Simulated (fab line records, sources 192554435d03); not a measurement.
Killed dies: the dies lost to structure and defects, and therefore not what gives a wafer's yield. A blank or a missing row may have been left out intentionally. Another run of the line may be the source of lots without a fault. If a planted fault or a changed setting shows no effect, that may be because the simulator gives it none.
A single fault, viewed from 2 desks | flow n5 finfet | each desk has only its own numbers; what lay behind them comes last

AT THE TOOL OWNER'S DESK: laser anneal-01
Per lot that ran on this tool, the mean of the sampled wafers carrying a number, from the tool's own readings at N5_SD_ACTIVATION_LSA_01 (time 0.0008 s). Marked OUT: a lot whose mean sits more than 4 standard deviations from the usual mean, which makes it out of limits; the brackets give that distance.
Columns: A = wafer_temp_C_max at N5_SD_ACTIVATION_LSA_01, usual 1087.5
lot  | first seen here | A
L698 | day 3 22:39     | 1088.5
L700 | day 4 09:21     | 1088.9
L702 | day 4 22:16     | 1088.0
L704 | day 5 10:57     | 1087.5
L708 | day 6 12:48     | 1072.9 (-8.6) OUT
L710 | day 6 23:05     | 1073.7 (-8.1) OUT
Finding of this desk: L708, L710 out of limits; the first was L708 at day 6 12:48, on wafer_temp_C_max at N5_SD_ACTIVATION_LSA_01. In limits: L698, L700, L702, L704.

THE DEFECT DESK
Lot by lot, what the route's inspections counted, given as the mean of those sampled wafers with a number. Marked OUT: a lot whose mean sits more than 4 standard deviations from the usual mean, which makes it out of limits; the brackets give that distance.
Columns: A = raw defect count at N5_ILD0_INSPECT_06, usual 38
lot  | first seen here | A
L698 | day 4 06:04     | 28
L699 | day 4 15:20     | 24
L700 | day 4 16:46     | 53
L701 | day 5 00:49     | 30
L702 | day 5 05:16     | 44
L703 | day 5 10:48     | 27
L704 | day 5 17:50     | 36
L708 | day 6 19:56     | 22
L710 | day 7 06:14     | 29
L713 | day 7 23:18     | 44
L715 | day 8 09:54     | 37
L717 | day 9 00:12     | 62
L719 | day 9 11:17     | 30
Finding of this desk: none of the 13 lots has anything out of limits.

BROUGHT TOGETHER
The tool owner's desk could have raised an alarm at day 6 12:48, on L708, L710.
Nothing the defect desk looked at was out of limits.
The defect desk has L708, L710 on record, within its limits.
All the named lots went through N5_SD_ACTIVATION_LSA_01 on laser anneal-01.

WHAT THE SIMULATOR HAD PUT IN
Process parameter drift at N5_SD_ACTIVATION_LSA_01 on laser anneal-01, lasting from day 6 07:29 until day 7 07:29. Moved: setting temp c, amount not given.
Shown lots that were struck: L708, L710.
How many hours passed from the start of the fault until each desk's first out-of-limits reading: the tool owner's desk, 5.
